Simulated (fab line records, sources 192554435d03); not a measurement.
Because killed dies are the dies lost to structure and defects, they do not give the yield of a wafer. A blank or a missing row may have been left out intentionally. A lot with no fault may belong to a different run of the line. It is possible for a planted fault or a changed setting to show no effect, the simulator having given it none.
Chamber matching + flow n5_finfet + N5_BEOL_M15_VIA_ETCH_16 on rie_diel-05: 4 sister chambers
The step etches SiO2 in C4F8/O2/Ar, target depth 1792.2 nm. 4 wafers are shown with their chamber, then 11 later ones without.

EACH WAFER AND ITS CHAMBER
| wafer  | chamber | rf_vpp_V (V) |
|--------|---------|--------------|
| L081.4 | 2       | 2216         |
| L087.4 | 0       | 2293         |
| L087.6 | 1       | 2174         |
| L088.1 | 3       | 2314         |

WAFERS MISSING THEIR CHAMBER
| wafer  | rf_vpp_V (V) |
|--------|--------------|
| L088.2 | 2217         |
| L088.6 | 2314         |
| L091.1 | 2217         |
| L091.5 | 2175         |
| L091.6 | 2292         |
| L092.1 | 2216         |
| L092.3 | 2293         |
| L092.6 | 2215         |
| L095.3 | 2174         |
| L095.5 | 2217         |
| L095.6 | 2174         |

WHICH CHAMBER EACH ONE RAN IN
| wafer  | from the rows above | in truth |
|--------|---------------------|----------|
| L088.2 | 2                   | 2        |
| L088.6 | 3                   | 3        |
| L091.1 | 2                   | 2        |
| L091.5 | 1                   | 1        |
| L091.6 | 0                   | 0        |
| L092.1 | 2                   | 2        |
| L092.3 | 0                   | 0        |
| L092.6 | 2                   | 2        |
| L095.3 | 1                   | 1        |
| L095.5 | 2                   | 2        |
| L095.6 | 1                   | 1        |
Correct placement for 11 of the 11. Can't be placed from these rows: 0. 0 placed wrongly.
How it was worked out, from the rows above alone: a wafer's distance from a chamber is the root of the sum, over the readings, of the square of ((its reading less the chamber's mean) divided by the reading's scatter). If the next closest chamber is less than 2 further off than the closest, the wafer can't be placed; otherwise it belongs to the closest. For every chamber, the mean is computed from those of its wafers that are shown. The scatter: root of mean squared gap, hidden wafer to nearest shown wafer, with one shown wafer a chamber.
